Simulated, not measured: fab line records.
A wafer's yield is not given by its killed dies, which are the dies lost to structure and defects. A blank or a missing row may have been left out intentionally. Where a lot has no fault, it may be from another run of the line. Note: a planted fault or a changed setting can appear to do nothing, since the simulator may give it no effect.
Which tool is to blame?	flow nand-harc	Sampling: 6 lots, 18 wafers, 3 of 1302 route steps

WHAT THE GAUGES SHOWED, per wafer
NHARC_A_M0_THK_MEAS_24: measures by xrf.
lot	measured	on	thk-nm (nm)
L695	day 23 12:17	film-metro-01	115.4 113.0 112.3
L701	day 27 00:16	film-metro-02	114.9 111.7 113.5
L702	day 27 19:01	film-metro-01	404.0 410.0 406.2
L705	day 28 20:38	film-metro-01	116.3 113.7 114.4
L706	day 29 05:10	film-metro-02	115.5 112.3 116.1
L714	day 31 23:07	film-metro-02	112.6 115.6 115.3

TOOL THAT RAN EACH LOT (tool first, then ch and the chambers of the sampled wafers, then the start)
lot	NHARC_A_BLC_ETCH_17	NHARC_A_M0_CMP_23
L695	rie-diel-10 ch 0,1,3, day 23 08:50 or earlier	cmp-04 ch 0,3, day 23 12:01
L701	rie-diel-04 ch 0,2, day 26 20:47 or earlier	cmp-02 ch 0,3, day 26 23:57
L702	rie-diel-04 ch 1,3, day 27 15:45 or earlier	cmp-04 ch 0,3, day 27 18:44
L705	rie-diel-10 ch 0,1,2, day 28 17:13 or earlier	cmp-02 ch 0,1,2, day 28 20:21
L706	rie-diel-10 ch 0,1,3, day 29 01:52 or earlier	cmp-02 ch 0,1,2, day 29 04:55
L714	rie-diel-04 ch 0,2,3, day 31 19:42 or earlier	cmp-01 ch 1,2,3, day 31 22:50
- NHARC_A_BLC_ETCH_17: etches the open film in N2/H2, target depth 390 nm, time 609.38 s.
- NHARC_A_M0_CMP_23: polishes, t overpolish 20 s, target thk 113.75 nm.

THE ANSWER, worked out from the rows above alone
Rule: what is usual is taken from the lots themselves. The widest of any qualifying gaps counts: lots, ordered by their means at a reading, are off when they make up no more than a third of the lots, leave a main group of 4 or more, and stand apart from it by 3 or more times the standard deviation of that group's means. A main group whose means are all the same, to the digits that the tables above print for the reading, isn't used. Also off: a lot with no number at a reading for which 4 or more lots have one. All remaining lots with rows at the step are treated as sound.
Off, at NHARC_A_M0_THK_MEAS_24 on thk-nm: L702. For the main group the mean is 114.2 nm and the standard deviation 0.59.
A tool fits if, at a process step before that reading, it ran every lot that is off, and no sound lot after the first of them. The gauges at NHARC_A_M0_THK_MEAS_24 are tried like those tools. With no start given for some of its lots, NHARC_A_BLC_ETCH_17 uses the hours and lot order of NHARC_A_BLC_INSPECT_28. One candidate fits, namely cmp-04 at NHARC_A_M0_CMP_23. A fault onset in the window from L695 (day 23 12:01, its last sound lot) to L702 (day 27 18:44, its first lot off) fits.

WHAT HAD BEEN PUT IN BY THE SIMULATOR
Whole step skipped at NHARC_A_M0_CMP_23 on cmp-04, starting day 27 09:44. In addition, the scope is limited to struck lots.
Struck lots among those shown: L702. The rule above found the same.
